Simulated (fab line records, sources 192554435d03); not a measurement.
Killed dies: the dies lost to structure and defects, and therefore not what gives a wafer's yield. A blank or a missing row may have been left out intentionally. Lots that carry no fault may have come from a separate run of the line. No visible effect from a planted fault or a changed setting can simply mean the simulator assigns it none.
Matching of chambers || flow n5Finfet || N5_DUMMY_GATE_STRIP_41 on rieDiel-01 has 4 sister chambers
The step strips in O2. 4 wafers are shown with their chamber, then 11 later ones without.

WAFERS WITH THEIR CHAMBER
{"wafer": "L079.6", "chamber": 3, "showerheadPlenumPTorr (Torr)": 2.00}
{"wafer": "L083.3", "chamber": 1, "showerheadPlenumPTorr (Torr)": 2.09}
{"wafer": "L083.5", "chamber": 2, "showerheadPlenumPTorr (Torr)": 2.18}
{"wafer": "L086.2", "chamber": 0, "showerheadPlenumPTorr (Torr)": 2.11}

WAFERS WITH NO CHAMBER GIVEN
{"wafer": "L086.3", "showerheadPlenumPTorr (Torr)": 1.99}
{"wafer": "L086.4", "showerheadPlenumPTorr (Torr)": 2.17}
{"wafer": "L090.2", "showerheadPlenumPTorr (Torr)": 1.99}
{"wafer": "L090.3", "showerheadPlenumPTorr (Torr)": 2.17}
{"wafer": "L090.4", "showerheadPlenumPTorr (Torr)": 2.09}
{"wafer": "L094.1", "showerheadPlenumPTorr (Torr)": 2.17}
{"wafer": "L094.2", "showerheadPlenumPTorr (Torr)": 2.09}
{"wafer": "L094.3", "showerheadPlenumPTorr (Torr)": 1.99}
{"wafer": "L096.3", "showerheadPlenumPTorr (Torr)": 1.99}
{"wafer": "L096.5", "showerheadPlenumPTorr (Torr)": 1.99}
{"wafer": "L096.6", "showerheadPlenumPTorr (Torr)": 2.10}

WHICH CHAMBER EACH WENT THROUGH
{"wafer": "L086.3", "from the rows above": 3, "in truth": 3}
{"wafer": "L086.4", "from the rows above": 2, "in truth": 2}
{"wafer": "L090.2", "from the rows above": 3, "in truth": 3}
{"wafer": "L090.3", "from the rows above": 2, "in truth": 2}
{"wafer": "L090.4", "from the rows above": 1, "in truth": 1}
{"wafer": "L094.1", "from the rows above": 2, "in truth": 2}
{"wafer": "L094.2", "from the rows above": 1, "in truth": 1}
{"wafer": "L094.3", "from the rows above": 3, "in truth": 3}
{"wafer": "L096.3", "from the rows above": 3, "in truth": 3}
{"wafer": "L096.5", "from the rows above": 3, "in truth": 3}
{"wafer": "L096.6", "from the rows above": "can't be placed: 0 or 1", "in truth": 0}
10 of 11 placed correctly. Not placeable from these rows: 1 (in 1, the candidates include the true chamber). Wrongly placed: 0.
How it was worked out, from the rows above alone: a wafer's distance from a chamber is the root of the sum, over the readings, of the square of ((its reading less the chamber's mean) divided by the reading's scatter). If the next closest chamber is less than 2 further off than the closest, the wafer can't be placed; otherwise it belongs to the closest. The mean given for a chamber averages the wafers shown for that chamber. The scatter: with one shown wafer a chamber, the root of the mean of the squares of how far each hidden wafer lies from its nearest shown one.
